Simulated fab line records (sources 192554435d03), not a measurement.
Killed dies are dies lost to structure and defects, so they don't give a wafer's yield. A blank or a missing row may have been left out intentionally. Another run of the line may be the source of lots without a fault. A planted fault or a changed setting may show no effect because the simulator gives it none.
Matching of chambers ; flow n5-finfet ; 4 sister chambers for N5_BEOL_M8_ETCH_62 on rie-diel-05
The step etches SOC in N2/H2, target depth 110 nm, overetch 22 nm, time 165 s. 7 wafers are shown with their chamber, then 8 later ones without.

WAFERS PAIRED WITH THEIR CHAMBERS
wafer;chamber;throttle-valve-pct (%);oes-product-au (a.u.)
L082.5;1;17.59;0.58
L082.6;3;17.48;0.82
L083.1;1;17.62;0.58
L083.3;3;17.48;0.80
L088.3;2;18.17;0.59
L088.6;0;17.74;0.77
L091.1;0;17.74;0.76

WAFERS WHOSE CHAMBER IS MISSING
wafer;throttle-valve-pct (%);oes-product-au (a.u.)
L091.5;17.73;0.76
L091.6;18.17;0.58
L093.2;17.15;0.81
L093.4;17.52;0.76
L093.5;17.17;0.82
L095.1;17.55;0.75
L095.4;17.75;0.75
L095.5;17.75;0.75

WHICH CHAMBER EACH WENT THROUGH
wafer;from the rows above;in truth
L091.5;0;0
L091.6;2;2
L093.2;3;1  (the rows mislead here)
L093.4;3;3
L093.5;3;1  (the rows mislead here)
L095.1;3;3
L095.4;0;0
L095.5;0;0
Placed correctly: 6 of 8. Number that these rows cannot place: 0. 2 placed wrongly.
How it was worked out, from the rows above alone: a wafer's distance from a chamber is the root of the sum, over the readings, of the square of ((its reading less the chamber's mean) divided by the reading's scatter). The wafer belongs to the nearest chamber; if the next one is less than 2 further off, it can't be placed. For every chamber, the mean is computed from those of its wafers that are shown. The scatter is the square root of a quotient: the sum, over the shown wafers, of each reading's squared deviation from its chamber's mean, divided by wafers minus chambers.
